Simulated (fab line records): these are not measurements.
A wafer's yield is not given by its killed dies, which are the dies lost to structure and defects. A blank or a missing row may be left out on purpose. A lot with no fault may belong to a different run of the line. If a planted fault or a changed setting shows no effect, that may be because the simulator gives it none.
The tool behind it: which one? ; flow n5_finfet ; Sampling: 9 lots, 27 wafers, 8 of 1938 route steps

WHAT THE GAUGES READ, wafer by wafer
N5_START_INSPECT_01: inspects for defects (unpatterned scan). Usual: 5.8 for raw_defect_count, sd 2.5.
lot;measured;on;raw_defect_count;flag
L198;day 2 00:02;defect_inspect-02;6 4 8;
L200;day 2 12:02;defect_inspect-01;4 7 5;
L202;day 3 00:02;defect_inspect-01;2 7 5;
L209;day 4 18:02;defect_inspect-02;6 6 6;
L211;day 5 06:02;defect_inspect-02;4 4 3;
L212;day 5 12:02;defect_inspect-02;3 6 5;
L213;day 5 18:02;defect_inspect-02;10 4 6;
L216;day 6 12:02;defect_inspect-01;4 5 3;
L218;day 7 00:02;defect_inspect-01;4 5 4;

N5_ZERO_LAYER_CD_MEAS_11: target cd 2000 nm. Usual: 1998.3 nm for cd_nm, sd 2.3.
lot;measured;on;cd_nm (nm);flag
L198;day 2 00:46;cd_sem-02;1998.5 1998.2 1995.5;
L200;day 2 12:38;cd_sem-01;1998.6 2001.6 1998.7;
L202;day 3 00:50;cd_sem-02;2000.9 1999.2 1996.8;
L209;day 4 18:46;cd_sem-02;1995.1 1998.9 2001.8;
L211;day 5 06:46;cd_sem-03;1999.2 1998.2 1996.4;
L212;day 5 12:46;cd_sem-01;1996.8 2003.6 1998.0;
L213;day 5 18:46;cd_sem-03;1997.4 1995.5 1995.3;
L216;day 6 12:46;cd_sem-01;1996.6 2002.4 2000.3;
L218;day 7 00:47;cd_sem-03;1998.4 1998.1 1995.5;

N5_WELL_APT_INSPECT_27: inspects for defects (macro). Usual: 2.0 for raw_defect_count, sd 1.6.
lot;measured;on;raw_defect_count;flag
L198;day 2 04:08;defect_inspect-01;1 1 1;
L200;day 2 15:12;defect_inspect-02;4 2 1;
L202;day 3 04:10;defect_inspect-01;260 274 222;OFF
L209;day 4 21:13;defect_inspect-01;230 255 255;OFF
L211;day 5 09:43;defect_inspect-01;0 2 2;
L212;day 5 14:52;defect_inspect-02;1 2 3;
L213;day 5 21:02;defect_inspect-01;3 3 1;
L216;day 6 14:53;defect_inspect-02;2 3 1;
L218;day 7 02:55;defect_inspect-02;2 1 2;

N5_WELL_APT_INSPECT_38: inspects for defects (darkfield). Usual: 14 for raw_defect_count, sd 5.2.
lot;measured;on;raw_defect_count;flag
L198;day 2 05:55;defect_inspect-01;11 8 10;
L200;day 2 17:14;defect_inspect-02;19 19 14;
L202;day 3 05:50;defect_inspect-02;288 284 246;OFF
L209;day 4 23:01;defect_inspect-02;243 270 279;OFF
L211;day 5 11:40;defect_inspect-01;19 20 14;
L212;day 5 16:58;defect_inspect-02;4 10 5;
L213;day 5 23:02;defect_inspect-02;30 9 15;
L216;day 6 16:33;defect_inspect-01;16 12 12;
L218;day 7 04:36;defect_inspect-02;15 14 8;

N5_PMOS_HMC_CHANNEL_EPI_INSPECT_11: inspects for defects (macro). Usual: 2.1 for raw_defect_count, sd 1.6.
lot;measured;on;raw_defect_count;flag
L198;day 2 06:26;defect_inspect-01;1 2 3;
L200;day 2 17:36;defect_inspect-01;1 2 1;
L202;day 3 06:20;defect_inspect-01;272 278 231;OFF
L209;day 4 23:30;defect_inspect-01;233 253 270;OFF
L211;day 5 12:10;defect_inspect-01;3 3 1;
L212;day 5 17:27;defect_inspect-02;2 0 1;
L213;day 5 23:24;defect_inspect-02;3 3 2;
L216;day 6 17:03;defect_inspect-01;2 6 4;
L218;day 7 05:06;defect_inspect-02;3 1 0;

N5_BEOL_M4_RC_MEAS_101. Usual: DIBL_N 36.7 mV/V, standard deviation 2.4; DIBL_P 37.4 mV/V, standard deviation 2.9; IOFF_N 0.18 nA/um, standard deviation 0.05; IOFF_P 0.23 nA/um, standard deviation 0.058; ION_N 683 uA/um, standard deviation 16; ION_P 467 uA/um, standard deviation 11; SS_N 71.7 mV/dec, standard deviation 0.77; SS_P 73.5 mV/dec, standard deviation 0.87; VT_N 249 mV, standard deviation 4.3; VT_P -250 mV, standard deviation 4.4.
lot;measured;on;DIBL_N (mV/V);DIBL_P (mV/V);IOFF_N (nA/um);IOFF_P (nA/um);ION_N (uA/um);ION_P (uA/um);SS_N (mV/dec);SS_P (mV/dec);VT_N (mV);VT_P (mV);flag
L198;day 8 05:15;prober-01;40.3 39.0 38.0;40.8 38.0 38.5;0.21 0.17 0.17;0.26 0.21 0.23;705 685 665;477 461 456;72.5 72.2 71.6;74.6 73.5 73.4;248 250 250;-248 -254 -252;
L200;day 8 22:30;prober-01;37.9 33.1 34.5;36.9 32.0 32.7;0.17 0.11 0.12;0.20 0.14 0.14;657 679 660;450 458 447;72.0 71.3 70.7;73.5 71.7 72.0;251 252 257;-251 -257 -256;
L202;day 9 09:02;prober-01;36.1 37.2 36.5;36.6 36.7 36.5;0.17 0.17 0.17;0.26 0.24 0.24;687 664 688;481 454 474;71.3 72.0 71.9;73.1 73.6 73.3;246 249 249;-246 -246 -248;
L209;day 11 04:23;prober-01;39.9 40.1 38.0;40.6 41.1 40.3;0.24 0.24 0.19;0.30 0.30 0.28;686 701 673;472 468 465;72.7 73.2 71.8;74.0 74.5 74.7;245 249 247;-245 -246 -243;
L211;day 11 11:47;prober-01;35.1 35.5 36.0;35.5 35.2 37.2;0.17 0.16 0.18;0.21 0.20 0.22;667 662 672;459 451 461;71.8 71.6 72.4;73.4 72.3 73.4;250 251 250;-249 -251 -250;
L212;day 11 19:21;prober-01;39.2 36.9 36.5;41.4 37.3 37.2;0.21 0.16 0.14;0.29 0.22 0.20;693 668 665;474 459 456;72.1 71.3 71.3;74.3 72.6 73.1;249 250 253;-245 -251 -253;
L213;day 11 20:03;prober-02;34.8 32.5 34.2;37.0 34.5 36.5;0.14 0.11 0.13;0.21 0.17 0.19;662 665 658;461 463 460;71.4 70.2 70.7;73.7 72.6 73.0;254 258 255;-249 -253 -252;
L216;day 12 21:37;prober-01;37.9 34.5 35.7;40.9 35.3 38.1;0.19 0.13 0.16;0.23 0.15 0.19;669 664 666;459 449 449;72.2 71.4 71.5;73.8 72.8 73.4;248 251 247;-251 -256 -254;
L218;day 13 16:04;prober-02;37.8 34.3 33.2;37.7 34.0 33.0;0.18 0.11 0.10;0.20 0.15 0.14;684 670 668;457 468 462;71.9 71.0 70.1;74.1 72.7 72.2;248 254 257;-254 -258 -260;

WHICH TOOL RAN EACH LOT (tool, then ch and the chambers of the sampled wafers, then the start)
lot;N5_WELL_APT_STRIP_16;N5_WELL_APT_RTA_34
L198;wet_bench-04 ch 0,6,7, day 2 03:17;rtp_anneal-02 ch 0, day 2 05:02
L200;wet_bench-04 ch 3,6,7, day 2 14:21;rtp_anneal-02 ch 0, day 2 16:23
L202;wet_bench-04 ch 0,1,4, day 3 03:34;rtp_anneal-02 ch 0, day 3 04:58
L209;wet_bench-04 ch 1,3,4, day 4 20:30;rtp_anneal-02 ch 0, day 4 22:07
L211;wet_bench-03 ch 0,1,6, day 5 09:07;rtp_anneal-02 ch 0, day 5 10:37
L212;wet_bench-02 ch 4,5,6, day 5 14:15;rtp_anneal-02 ch 0, day 5 15:56
L213;wet_bench-03 ch 1,5,6, day 5 20:26;rtp_anneal-01 ch 0, day 5 22:11
L216;wet_bench-03 ch 2,5,7, day 6 14:15;rtp_anneal-01 ch 0, day 6 15:42
L218;wet_bench-04 ch 4,5,6, day 7 02:18;rtp_anneal-01 ch 0, day 7 03:43
- N5_WELL_APT_STRIP_16: strips in SPM, time 900 s.
- N5_WELL_APT_RTA_34: time 10 s.

WHAT THE TOOLS THEMSELVES READ (means of the sampled wafers that have a number; where no wafer has one, the mark that the record gives instead)
N5_WELL_APT_RTA_34. Usual: lamp_power_pct 13.00 %, standard deviation 0.053; wafer_temp_C_max 1003.7, standard deviation 1.1.
lot;tool;lamp_power_pct (%);wafer_temp_C_max;flag
L198;rtp_anneal-02;13.05;1003.4;
L200;rtp_anneal-02;13.02;1004.3;
L202;rtp_anneal-02;12.98;1003.5;
L209;rtp_anneal-02;13.04;1003.2;
L211;rtp_anneal-02;13.03;1003.6;
L212;rtp_anneal-02;13.02;1003.5;
L213;rtp_anneal-01;12.98;1003.0;
L216;rtp_anneal-01;13.00;1004.2;
L218;rtp_anneal-01;13.03;1003.4;

THE ANSWER, worked out from the rows above alone
Rule: lot off if the mean of its wafers having a number is beyond 3 standard deviations from the usual mean. A lot without any number at a reading at which 4 lots or more have one is off too. Where the step has rows for the other lots, those lots are counted as sound. After the gauges, taken in route order, come the tools' own readings; for these a lot's mean is taken, as printed above. The first step at which some lot is off is used, and at that step the reading that is off furthest; a lot without a number counts as furthest.
Off at N5_WELL_APT_INSPECT_27 (raw_defect_count): L202, L209.
A tool fits if, at a process step before that reading, it ran every lot that is off, and no sound lot after the first of them. The gauges at N5_WELL_APT_INSPECT_27 aren't tried: what is off there is off at N5_WELL_APT_INSPECT_38 too, on other tools, and a gauge's error can't cause that. Not one of the candidates tried fits.

WHAT THE SIMULATOR HAD INSERTED
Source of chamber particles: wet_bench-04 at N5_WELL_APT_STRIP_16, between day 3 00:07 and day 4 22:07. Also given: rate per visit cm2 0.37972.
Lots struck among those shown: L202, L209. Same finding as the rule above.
